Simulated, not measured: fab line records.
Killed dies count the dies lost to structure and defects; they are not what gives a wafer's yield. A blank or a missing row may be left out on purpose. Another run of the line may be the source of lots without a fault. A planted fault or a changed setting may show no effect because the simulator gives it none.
Matching of chambers + flow n5_finfet + rie_diel-06 running N5_FIN_SAQP_DESCUM_21: 4 sister chambers
The step chemistry O2, time 7.9 s. 8 wafers are shown with their chamber, then 9 later ones without.

== WAFERS, EACH WITH ITS CHAMBER ==
| wafer  | chamber | drypump_motor_current_A (A) | showerhead_plenum_p_Torr (Torr) |
|--------|---------|-----------------------------|---------------------------------|
| L088.1 | 3       | 6.8                         | 2.19                            |
| L088.3 | 2       | 5.4                         | 2.06                            |
| L093.1 | 1       | 5.4                         | 2.06                            |
| L093.2 | 3       | 6.8                         | 2.19                            |
| L093.4 | 0       | 5.5                         | 2.19                            |
| L095.1 | 0       | 5.6                         | 2.18                            |
| L095.2 | 1       | 5.3                         | 2.06                            |
| L095.3 | 2       | 5.4                         | 2.05                            |

== WAFERS MISSING THEIR CHAMBER ==
| wafer  | drypump_motor_current_A (A) | showerhead_plenum_p_Torr (Torr) |
|--------|-----------------------------|---------------------------------|
| L095.4 | 6.8                         | 2.19                            |
| L095.5 | 5.3                         | 2.06                            |
| L095.6 | 5.5                         | 2.18                            |
| L096.2 | 5.3                         | 2.06                            |
| L096.4 | 5.3                         | 2.06                            |
| L096.6 | 6.8                         | 2.18                            |
| L097.3 | 6.8                         | 2.18                            |
| L097.4 | 5.3                         | 2.06                            |
| L097.5 | 5.5                         | 2.18                            |

== WHICH CHAMBER EACH ONE RAN IN ==
| wafer  | from the rows above     | in truth |
|--------|-------------------------|----------|
| L095.4 | 3                       | 3        |
| L095.5 | can't be placed: 1 or 2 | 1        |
| L095.6 | 0                       | 0        |
| L096.2 | can't be placed: 1 or 2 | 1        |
| L096.4 | can't be placed: 1 or 2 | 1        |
| L096.6 | 3                       | 3        |
| L097.3 | 3                       | 3        |
| L097.4 | can't be placed: 1 or 2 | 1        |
| L097.5 | 0                       | 0        |
Correctly placed: 5 of 9. From these rows, 4 cannot be placed; in 4 the true chamber is one of the candidates. 0 placed wrongly.
How it was worked out, from the rows above alone: a wafer's distance from a chamber is the root of the sum, over the readings, of the square of ((its reading less the chamber's mean) divided by the reading's scatter). If the next closest chamber is less than 2 further off than the closest, the wafer can't be placed; otherwise it belongs to the closest. A chamber's mean is the mean of its shown wafers. The scatter is the square root of a quotient: the sum, over the shown wafers, of each reading's squared deviation from its chamber's mean, divided by wafers minus chambers.
